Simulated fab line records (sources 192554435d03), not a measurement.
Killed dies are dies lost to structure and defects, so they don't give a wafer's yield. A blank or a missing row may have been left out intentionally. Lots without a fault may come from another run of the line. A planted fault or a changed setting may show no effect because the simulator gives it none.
8D (eight disciplines) problem report, filled in by code | flow n5_finfet | the parts of the form that need people (team, actions taken, sign-off) are left out

1. THE PROBLEM
Mean of rf_fwd_power_W at N5_BEOL_M7_ETCH_41: 296.8 W across 6 wafers in 2 lots; on wafers with no fault it is 391.3 W (standard deviation 1.5). Relative to the usual mean, that is a shift of -63 standard deviations.
The step: etches SiCN in CH3F/O2, target depth 31.9 nm, time 57.8 s.
First observed at day 10 13:09: wafer L822.1, on rie_diel-06. At this step, 31 wafers from 11 lots have a number in the record. The rule behind "out" and "out of limits": a value lying over 4 standard deviations away from the usual mean. Any other wafer with a number is counted as sound.

2. WHAT THIS IS AND IS NOT
question                    | is                       | is not
which readings at this step | rf_fwd_power_W, rf_vpp_V | O2_flow_sccm, oes_product_au, showerhead_plenum_p_Torr, throttle_valve_pct
which lots                  | L822, L824               | L815, L816, L827, L832, L834, L835, L836, L837, L838
which wafers of those lots  | all that have a number   | -
read on which tools         | rie_diel-06              | rie_diel-01, rie_diel-02
when                        | from day 10 13:09        | up to then (6 sound wafers); but 19 sound wafers of L827, L832, L834, L835, L836, L837, L838 came after

3. SUSPECTS, AND WHAT RULES EACH OUT
Counting: a tool at a process step up to the reading stays a suspect if it ran every lot that is out and no sound lot after the first of them.
- rie_diel-06 at N5_BEOL_M7_ETCH_65 (etches SiARC in CF4, target depth 15.6 nm, time 26 s): kept. It ran every lot that is out, first L822 (day 10 12:54), and no sound lot after that; its last sound lot up to then is L815 (day 9 11:31).
- rie_diel-06 at N5_BEOL_M7_ETCH_41 (etches SiCN in CH3F/O2, target depth 31.9 nm, time 57.8 s): kept. It ran every lot that is out, first L822 (day 10 13:09), and no sound lot after that; its last sound lot up to then is L815 (day 9 11:46). Out on those wafers are its own readings of rf_fwd_power_W, rf_vpp_V.
The count leaves rie_diel-06 at N5_BEOL_M7_ETCH_41 and rie_diel-06 at N5_BEOL_M7_ETCH_65.

4. THE CAUSE (what the simulator had put in)
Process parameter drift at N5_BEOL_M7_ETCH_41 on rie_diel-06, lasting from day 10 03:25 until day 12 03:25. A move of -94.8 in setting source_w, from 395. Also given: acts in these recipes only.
Counting left 2 suspects, and this tool is among them.

5. THE CHAIN OF EFFECTS, in route order
Rows list readings where the struck wafers' mean (over those with a number) sits beyond 3 standard deviations from the usual. Only readings for which the record gives a usual standard deviation are gone through. hours: the time from each lot's start at the first step in this table that gives one to its start at this step, as a median over the lots. sigmas: the change in usual standard deviations.
hours | step               | reading        | usual   | on struck wafers | change | sigmas
0     | N5_BEOL_M7_ETCH_41 | rf_fwd_power_W | 391.3 W | 296.8            | -94.5  | -63
0     | N5_BEOL_M7_ETCH_41 | rf_vpp_V       | 297.6 V | 325.2            | +27.6  | +15
Here are the process steps it includes:
- N5_BEOL_M7_ETCH_41: etches SiCN in CH3F/O2, target depth 31.9 nm, time 57.8 s.

6. HOW IT WOULD HAVE BEEN CAUGHT EARLIER
In this record no reading fell out of limits until day 10 13:09, 10 hours after the fault had begun at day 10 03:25.
